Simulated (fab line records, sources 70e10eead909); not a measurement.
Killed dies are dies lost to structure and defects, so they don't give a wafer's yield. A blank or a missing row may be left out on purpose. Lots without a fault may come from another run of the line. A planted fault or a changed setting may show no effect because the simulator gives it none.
Chamber matching | flow nand_harc | NHARC_A_CHANNEL_FILL_D1_ALD_16 on ald_hk-03: 4 sister chambers
The step deposits SiO2, target thk 1.5 nm, pulse time 10 s, ald cycles 15. 14 wafers are shown with their chamber, then 7 later ones without.

WAFERS WITH THEIR CHAMBER
wafer  | chamber | heater_power_w (W) | precursor_pulse_height_rel
L077.1 | 3       | 358                | 1.014
L077.2 | 2       | 494                | 0.994
L077.4 | 1       | 506                | 1.016
L084.3 | 1       | 506                | 1.041
L084.4 | 3       | 369                | 0.922
L084.5 | 1       | 504                | 1.004
L086.1 | 2       | 497                | 1.032
L086.3 | 3       | 368                | 1.021
L086.5 | 2       | 500                | 0.966
L088.2 | 1       | 503                | 0.979
L088.3 | 2       | 496                | 1.013
L088.4 | 0       | 475                | 1.006
L087.2 | 2       | 484                | 0.997
L087.3 | 0       | 460                | 1.004

SIGNATURES (means of the wafers above)
reading                    | chamber 0 | chamber 1 | chamber 2 | chamber 3 | scatter within a chamber
heater_power_w             | 467.50    | 504.75    | 494.20    | 365.00    | 5.85
precursor_pulse_height_rel | 1.00500   | 1.01000   | 1.00040   | 0.98567   | 0.0324
Rule: a wafer's distance from a chamber is the root of the sum, over the readings, of the square of ((its reading less the chamber's mean) divided by the reading's scatter). The wafer belongs to the nearest chamber; if the next one is less than 2 further off, it can't be placed. The scatter: the root of (the sum of the squares of (reading less its chamber's mean) over the shown wafers, divided by (wafers less chambers)).

WAFERS WITHOUT THEIR CHAMBER
wafer  | heater_power_w (W) | precursor_pulse_height_rel
L087.5 | 496                | 0.984
L091.1 | 463                | 0.978
L091.2 | 367                | 1.003
L091.6 | 376                | 1.036
L097.1 | 492                | 0.984
L097.2 | 369                | 0.970
L097.5 | 490                | 1.021

WHICH CHAMBER EACH WENT THROUGH
wafer  | from the rows above     | in truth
L087.5 | can't be placed: 2 or 1 | 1
L091.1 | 0                       | 0
L091.2 | 3                       | 3
L091.6 | 3                       | 3
L097.1 | can't be placed: 2 or 1 | 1
L097.2 | 3                       | 3
L097.5 | can't be placed: 2 or 1 | 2
Placed correctly: 4 of 7. Can't be placed from these rows: 3 (the true chamber is among the candidates in 3). Placed wrongly: 0.
